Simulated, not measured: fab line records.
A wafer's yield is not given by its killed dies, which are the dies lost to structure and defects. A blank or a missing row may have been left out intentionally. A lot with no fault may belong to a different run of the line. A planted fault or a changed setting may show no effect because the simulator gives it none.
Which tool was responsible? / flow n5_finfet / Sampling: 11 lots, 33 wafers, 5 of 1938 route steps

## WHAT EACH GAUGE READ, for each wafer
The record lacks any reading of a measuring or inspecting step that a usual standard deviation could be used to judge.

## EACH LOT AND THE TOOL THAT RAN IT (in order: tool; ch and the chambers of the sampled wafers; start)
lot=L751; N5_BEOL_M3_SPUTTER_92=pvd_sputter-03, day 8 11:08; N5_MIM_BOT_ETCH_STRIP_01=rie_diel-03 ch 0,2,3, day 13 13:58; N5_PASSIVATION_PECVD_55=pecvd-01 ch 0,1,2, day 13 14:28; N5_PASSIVATION_PECVD_35=pecvd-03 ch 0,1,2, day 13 19:11; N5_PASSIVATION_PROBE_49=-
lot=L753; N5_BEOL_M3_SPUTTER_92=pvd_sputter-01, day 8 14:52; N5_MIM_BOT_ETCH_STRIP_01=rie_diel-01 ch 0,1, day 14 01:20; N5_PASSIVATION_PECVD_55=pecvd-01 ch 0,1,2, day 14 01:50; N5_PASSIVATION_PECVD_35=pecvd-01 ch 0,2, day 14 08:43; N5_PASSIVATION_PROBE_49=-
lot=L756; N5_BEOL_M3_SPUTTER_92=pvd_sputter-02, day 8 20:36; N5_MIM_BOT_ETCH_STRIP_01=rie_diel-01 ch 1,2, day 14 21:46; N5_PASSIVATION_PECVD_55=pecvd-03 ch 0,1,2, day 14 22:17; N5_PASSIVATION_PECVD_35=pecvd-01 ch 0,1,2, day 15 03:38; N5_PASSIVATION_PROBE_49=-
lot=L755; N5_BEOL_M3_SPUTTER_92=pvd_sputter-03, day 9 01:58; N5_MIM_BOT_ETCH_STRIP_01=rie_diel-01 ch 0,3, day 14 16:29; N5_PASSIVATION_PECVD_55=pecvd-04 ch 0,2, day 14 16:59; N5_PASSIVATION_PECVD_35=pecvd-02 ch 0,1, day 14 23:07; N5_PASSIVATION_PROBE_49=-
lot=L758; N5_BEOL_M3_SPUTTER_92=pvd_sputter-03, day 9 18:11; N5_MIM_BOT_ETCH_STRIP_01=rie_diel-03 ch 0,1, day 14 21:04; N5_PASSIVATION_PECVD_55=pecvd-01 ch 0,1, day 14 21:34; N5_PASSIVATION_PECVD_35=pecvd-02 ch 0,2, day 15 03:32; N5_PASSIVATION_PROBE_49=-
lot=L757; N5_BEOL_M3_SPUTTER_92=pvd_sputter-02, day 10 01:47; N5_MIM_BOT_ETCH_STRIP_01=rie_diel-04 ch 1,2,3, day 14 18:08; N5_PASSIVATION_PECVD_55=pecvd-03 ch 0,1,2, day 14 18:39; N5_PASSIVATION_PECVD_35=pecvd-02 ch 0,2, day 14 23:34; N5_PASSIVATION_PROBE_49=-
lot=L763; N5_BEOL_M3_SPUTTER_92=pvd_sputter-01, day 11 13:21; N5_MIM_BOT_ETCH_STRIP_01=rie_diel-01 ch 0,1,3, day 16 06:17; N5_PASSIVATION_PECVD_55=pecvd-04 ch 1,2, day 16 06:47; N5_PASSIVATION_PECVD_35=pecvd-01 ch 0,2, day 16 12:58; N5_PASSIVATION_PROBE_49=prober-02, day 16 16:41
lot=L766; N5_BEOL_M3_SPUTTER_92=pvd_sputter-01, day 11 18:29; N5_MIM_BOT_ETCH_STRIP_01=rie_diel-01 ch 0,2,3, day 16 11:06; N5_PASSIVATION_PECVD_55=pecvd-01 ch 0,2, day 16 11:37; N5_PASSIVATION_PECVD_35=pecvd-02 ch 0,1,2, day 16 16:37; N5_PASSIVATION_PROBE_49=prober-02, day 16 20:17
lot=L772; N5_BEOL_M3_SPUTTER_92=pvd_sputter-03, day 14 13:25; N5_MIM_BOT_ETCH_STRIP_01=rie_diel-04 ch 0,2,3, day 19 00:49; N5_PASSIVATION_PECVD_55=pecvd-03 ch 1, day 19 01:19; N5_PASSIVATION_PECVD_35=pecvd-03 ch 1, day 19 06:56; N5_PASSIVATION_PROBE_49=-
lot=L773; N5_BEOL_M3_SPUTTER_92=pvd_sputter-01, day 14 18:43; N5_MIM_BOT_ETCH_STRIP_01=rie_diel-01 ch 0,2,3, day 19 00:25; N5_PASSIVATION_PECVD_55=pecvd-01 ch 0,2, day 19 00:55; N5_PASSIVATION_PECVD_35=pecvd-02 ch 0,2, day 19 06:35; N5_PASSIVATION_PROBE_49=-
lot=L774; N5_BEOL_M3_SPUTTER_92=pvd_sputter-01, day 14 23:43; N5_MIM_BOT_ETCH_STRIP_01=rie_diel-01 ch 1,2,3, day 20 01:40; N5_PASSIVATION_PECVD_55=pecvd-04 ch 0,1,2, day 20 02:10; N5_PASSIVATION_PECVD_35=pecvd-02 ch 0,1,2, day 20 08:52; N5_PASSIVATION_PROBE_49=-
- N5_BEOL_M3_SPUTTER_92: material Cu, target thk 4.5 nm, time 8.29 s.
- N5_MIM_BOT_ETCH_STRIP_01: strips in O2.
- N5_PASSIVATION_PECVD_55: deposits SiO2 from SiH4/N2O, target thk 400 nm, time 22.5 s.
- N5_PASSIVATION_PECVD_35: deposits SiNx from SiH4/NH3/N2, target thk 700 nm, time 151.3 s.
- N5_PASSIVATION_PROBE_49

## WHAT THE TOOLS THEMSELVES READ (means of the sampled wafers that have a number; where no wafer has one, the mark that the record gives instead)
N5_BEOL_M3_SPUTTER_92. Usual: chuck_gas_flow_sccm 1.27 sccm, standard deviation 0.057; throttle_valve_pct 30.5 %, standard deviation 0.65.
lot=L751; tool=pvd_sputter-03; chuck_gas_flow_sccm (sccm)=1.23; throttle_valve_pct (%)=30.5; flag=
lot=L753; tool=pvd_sputter-01; chuck_gas_flow_sccm (sccm)=1.28; throttle_valve_pct (%)=31.3; flag=
lot=L756; tool=pvd_sputter-02; chuck_gas_flow_sccm (sccm)=1.25; throttle_valve_pct (%)=29.8; flag=
lot=L755; tool=pvd_sputter-03; chuck_gas_flow_sccm (sccm)=1.27; throttle_valve_pct (%)=30.4; flag=
lot=L758; tool=pvd_sputter-03; chuck_gas_flow_sccm (sccm)=1.26; throttle_valve_pct (%)=30.1; flag=
lot=L757; tool=pvd_sputter-02; chuck_gas_flow_sccm (sccm)=1.26; throttle_valve_pct (%)=29.9; flag=
lot=L763; tool=pvd_sputter-01; chuck_gas_flow_sccm (sccm)=1.32; throttle_valve_pct (%)=31.1; flag=
lot=L766; tool=pvd_sputter-01; chuck_gas_flow_sccm (sccm)=1.30; throttle_valve_pct (%)=31.4; flag=
lot=L772; tool=pvd_sputter-03; chuck_gas_flow_sccm (sccm)=1.28; throttle_valve_pct (%)=30.1; flag=
lot=L773; tool=pvd_sputter-01; chuck_gas_flow_sccm (sccm)=1.26; throttle_valve_pct (%)=30.9; flag=
lot=L774; tool=pvd_sputter-01; chuck_gas_flow_sccm (sccm)=1.22; throttle_valve_pct (%)=30.7; flag=

N5_MIM_BOT_ETCH_STRIP_01. Usual: chamber_pressure_mTorr is 30.01 mTorr with standard deviation 0.068, drypump_motor_current_A is 5.6 A with standard deviation 0.48, o2_flow_sccm is 225.0 sccm with standard deviation 0.75, oes_product_au is 0.81 a.u. with standard deviation 0.066, rf_vpp_V is 3.7 V with standard deviation 1.4, showerhead_plenum_p_Torr is 2.14 Torr with standard deviation 0.077, and throttle_valve_pct is 16.65 % with standard deviation 0.12.
lot=L751; tool=rie_diel-03; chamber_pressure_mTorr (mTorr)=30.01; drypump_motor_current_A (A)=5.2; o2_flow_sccm (sccm)=224.1; oes_product_au (a.u.)=0.75; rf_vpp_V (V)=5.3; showerhead_plenum_p_Torr (Torr)=2.05; throttle_valve_pct (%)=16.74; flag=
lot=L753; tool=rie_diel-01; chamber_pressure_mTorr (mTorr)=29.99; drypump_motor_current_A (A)=5.3; o2_flow_sccm (sccm)=225.0; oes_product_au (a.u.)=0.80; rf_vpp_V (V)=4.6; showerhead_plenum_p_Torr (Torr)=2.17; throttle_valve_pct (%)=16.64; flag=
lot=L756; tool=rie_diel-01; chamber_pressure_mTorr (mTorr)=30.01; drypump_motor_current_A (A)=5.2; o2_flow_sccm (sccm)=224.6; oes_product_au (a.u.)=0.83; rf_vpp_V (V)=3.2; showerhead_plenum_p_Torr (Torr)=2.22; throttle_valve_pct (%)=16.61; flag=
lot=L755; tool=rie_diel-01; chamber_pressure_mTorr (mTorr)=30.05; drypump_motor_current_A (A)=5.9; o2_flow_sccm (sccm)=224.7; oes_product_au (a.u.)=0.77; rf_vpp_V (V)=4.0; showerhead_plenum_p_Torr (Torr)=2.08; throttle_valve_pct (%)=16.67; flag=
lot=L758; tool=rie_diel-03; chamber_pressure_mTorr (mTorr)=30.00; drypump_motor_current_A (A)=5.8; o2_flow_sccm (sccm)=224.6; oes_product_au (a.u.)=0.84; rf_vpp_V (V)=4.2; showerhead_plenum_p_Torr (Torr)=2.09; throttle_valve_pct (%)=16.46; flag=
lot=L757; tool=rie_diel-04; chamber_pressure_mTorr (mTorr)=30.00; drypump_motor_current_A (A)=5.7; o2_flow_sccm (sccm)=224.8; oes_product_au (a.u.)=0.81; rf_vpp_V (V)=4.2; showerhead_plenum_p_Torr (Torr)=2.18; throttle_valve_pct (%)=16.55; flag=
lot=L763; tool=rie_diel-01; chamber_pressure_mTorr (mTorr)=30.06; drypump_motor_current_A (A)=5.7; o2_flow_sccm (sccm)=225.2; oes_product_au (a.u.)=0.77; rf_vpp_V (V)=4.3; showerhead_plenum_p_Torr (Torr)=2.11; throttle_valve_pct (%)=16.72; flag=
lot=L766; tool=rie_diel-01; chamber_pressure_mTorr (mTorr)=30.04; drypump_motor_current_A (A)=5.8; o2_flow_sccm (sccm)=224.0; oes_product_au (a.u.)=0.78; rf_vpp_V (V)=3.7; showerhead_plenum_p_Torr (Torr)=2.11; throttle_valve_pct (%)=16.67; flag=
lot=L772; tool=rie_diel-04; chamber_pressure_mTorr (mTorr)=29.99; drypump_motor_current_A (A)=5.8; o2_flow_sccm (sccm)=225.5; oes_product_au (a.u.)=0.78; rf_vpp_V (V)=3.6; showerhead_plenum_p_Torr (Torr)=2.10; throttle_valve_pct (%)=16.67; flag=
lot=L773; tool=rie_diel-01; chamber_pressure_mTorr (mTorr)=29.93; drypump_motor_current_A (A)=5.8; o2_flow_sccm (sccm)=225.3; oes_product_au (a.u.)=0.76; rf_vpp_V (V)=3.8; showerhead_plenum_p_Torr (Torr)=2.11; throttle_valve_pct (%)=16.73; flag=
lot=L774; tool=rie_diel-01; chamber_pressure_mTorr (mTorr)=29.99; drypump_motor_current_A (A)=5.6; o2_flow_sccm (sccm)=225.3; oes_product_au (a.u.)=0.77; rf_vpp_V (V)=3.2; showerhead_plenum_p_Torr (Torr)=2.14; throttle_valve_pct (%)=16.76; flag=

N5_PASSIVATION_PECVD_55. Usual: heater_power_w 634 W, standard deviation 53; showerhead_plenum_p_Torr 8.14 Torr, standard deviation 0.083; throttle_valve_pct 52.5 %, standard deviation 2.7.
lot=L751; tool=pecvd-01; heater_power_w (W)=645; showerhead_plenum_p_Torr (Torr)=8.15; throttle_valve_pct (%)=53.7; flag=
lot=L753; tool=pecvd-01; heater_power_w (W)=653; showerhead_plenum_p_Torr (Torr)=8.16; throttle_valve_pct (%)=53.6; flag=
lot=L756; tool=pecvd-03; heater_power_w (W)=620; showerhead_plenum_p_Torr (Torr)=8.07; throttle_valve_pct (%)=51.6; flag=
lot=L755; tool=pecvd-04; heater_power_w (W)=670; showerhead_plenum_p_Torr (Torr)=8.14; throttle_valve_pct (%)=53.3; flag=
lot=L758; tool=pecvd-01; heater_power_w (W)=617; showerhead_plenum_p_Torr (Torr)=8.11; throttle_valve_pct (%)=57.1; flag=
lot=L757; tool=pecvd-03; heater_power_w (W)=599; showerhead_plenum_p_Torr (Torr)=8.09; throttle_valve_pct (%)=51.5; flag=
lot=L763; tool=pecvd-04; heater_power_w (W)=698; showerhead_plenum_p_Torr (Torr)=8.11; throttle_valve_pct (%)=52.3; flag=
lot=L766; tool=pecvd-01; heater_power_w (W)=570; showerhead_plenum_p_Torr (Torr)=8.16; throttle_valve_pct (%)=51.5; flag=
lot=L772; tool=pecvd-03; heater_power_w (W)=646; showerhead_plenum_p_Torr (Torr)=8.06; throttle_valve_pct (%)=49.7; flag=
lot=L773; tool=pecvd-01; heater_power_w (W)=578; showerhead_plenum_p_Torr (Torr)=8.16; throttle_valve_pct (%)=51.4; flag=
lot=L774; tool=pecvd-04; heater_power_w (W)=633; showerhead_plenum_p_Torr (Torr)=8.16; throttle_valve_pct (%)=51.7; flag=

N5_PASSIVATION_PECVD_35. Usual: heater_power_w 343 W, standard deviation 68; showerhead_plenum_p_Torr 8.66 Torr, standard deviation 0.054; throttle_valve_pct 29.3 %, standard deviation 1.4.
lot=L751; tool=pecvd-03; heater_power_w (W)=377; showerhead_plenum_p_Torr (Torr)=8.61; throttle_valve_pct (%)=29.0; flag=
lot=L753; tool=pecvd-01; heater_power_w (W)=328; showerhead_plenum_p_Torr (Torr)=8.68; throttle_valve_pct (%)=29.2; flag=
lot=L756; tool=pecvd-01; heater_power_w (W)=327; showerhead_plenum_p_Torr (Torr)=8.66; throttle_valve_pct (%)=30.3; flag=
lot=L755; tool=pecvd-02; heater_power_w (W)=399; showerhead_plenum_p_Torr (Torr)=8.72; throttle_valve_pct (%)=28.6; flag=
lot=L758; tool=pecvd-02; heater_power_w (W)=447; showerhead_plenum_p_Torr (Torr)=8.70; throttle_valve_pct (%)=28.9; flag=
lot=L757; tool=pecvd-02; heater_power_w (W)=367; showerhead_plenum_p_Torr (Torr)=8.68; throttle_valve_pct (%)=29.2; flag=
lot=L763; tool=pecvd-01; heater_power_w (W)=286; showerhead_plenum_p_Torr (Torr)=8.70; throttle_valve_pct (%)=28.5; flag=
lot=L766; tool=pecvd-02; heater_power_w (W)=350; showerhead_plenum_p_Torr (Torr)=8.67; throttle_valve_pct (%)=28.8; flag=
lot=L772; tool=pecvd-03; heater_power_w (W)=335; showerhead_plenum_p_Torr (Torr)=8.60; throttle_valve_pct (%)=28.3; flag=
lot=L773; tool=pecvd-02; heater_power_w (W)=372; showerhead_plenum_p_Torr (Torr)=8.71; throttle_valve_pct (%)=29.0; flag=
lot=L774; tool=pecvd-02; heater_power_w (W)=343; showerhead_plenum_p_Torr (Torr)=8.68; throttle_valve_pct (%)=29.0; flag=

N5_PASSIVATION_PROBE_49. Usual: defect_limited_yield 91.1 %, standard deviation 1.5; killed_at_M0_to_M3 36, standard deviation 11; killed_at_M4_up 14, standard deviation 5.6; killed_at_contacts 11, standard deviation 5.6; killed_at_front_end 40, standard deviation 12; killed_at_other 4, standard deviation 3.2; killed_dies 105, standard deviation 17; killed_open 69, standard deviation 12; killed_short 34, standard deviation 8.4; sort_bin_5_function 5.2 %, standard deviation 0.95; sort_bin_6_memory 3.3 %, standard deviation 0.63; sort_n_pass 1075, standard deviation 17; sort_yield_pct 91.1 %, standard deviation 1.5.
lot=L763; tool=prober-02; defect_limited_yield (%)=79.8; killed_at_M0_to_M3=175; killed_at_M4_up=11; killed_at_contacts=11; killed_at_front_end=37; killed_at_other=5; killed_dies=239; killed_open=59; killed_short=30; sort_bin_5_function (%)=12.5; sort_bin_6_memory (%)=4.1; sort_n_pass=941; sort_yield_pct (%)=79.8; flag=OFF
lot=L766; tool=prober-02; defect_limited_yield (%)=81.2; killed_at_M0_to_M3=175; killed_at_M4_up=8; killed_at_contacts=8; killed_at_front_end=26; killed_at_other=5; killed_dies=222; killed_open=45; killed_short=25; sort_bin_5_function (%)=10.7; sort_bin_6_memory (%)=3.7; sort_n_pass=958; sort_yield_pct (%)=81.2; flag=OFF

## THE ANSWER, worked out from the rows above alone
Rule: lot off if the mean of its wafers having a number is beyond 3 standard deviations from the usual mean. Also off: a lot with no number at a reading for which 4 or more lots have one. Where the step has rows for the other lots, those lots are counted as sound. First the gauges in route order, then the tools' own readings, where a lot's mean is used as printed above. The first step at which some lot is off is used, and at that step the reading that is off furthest; a lot without a number counts as furthest.
Off: L763, L766 (N5_PASSIVATION_PROBE_49, killed_at_M0_to_M3). Neither off nor sound, because the step has no rows for them: L751, L753, L756, L755, L758, L757, L772, L773, L774.
A tool fits if, at that step or a process step before it, it ran every lot that is off, and no sound lot after the first of them. Can't be told from this: 3 tools fit, pvd_sputter-01 at N5_BEOL_M3_SPUTTER_92, rie_diel-01 at N5_MIM_BOT_ETCH_STRIP_01, prober-02 at N5_PASSIVATION_PROBE_49.

## WHAT THE SIMULATOR PUT IN
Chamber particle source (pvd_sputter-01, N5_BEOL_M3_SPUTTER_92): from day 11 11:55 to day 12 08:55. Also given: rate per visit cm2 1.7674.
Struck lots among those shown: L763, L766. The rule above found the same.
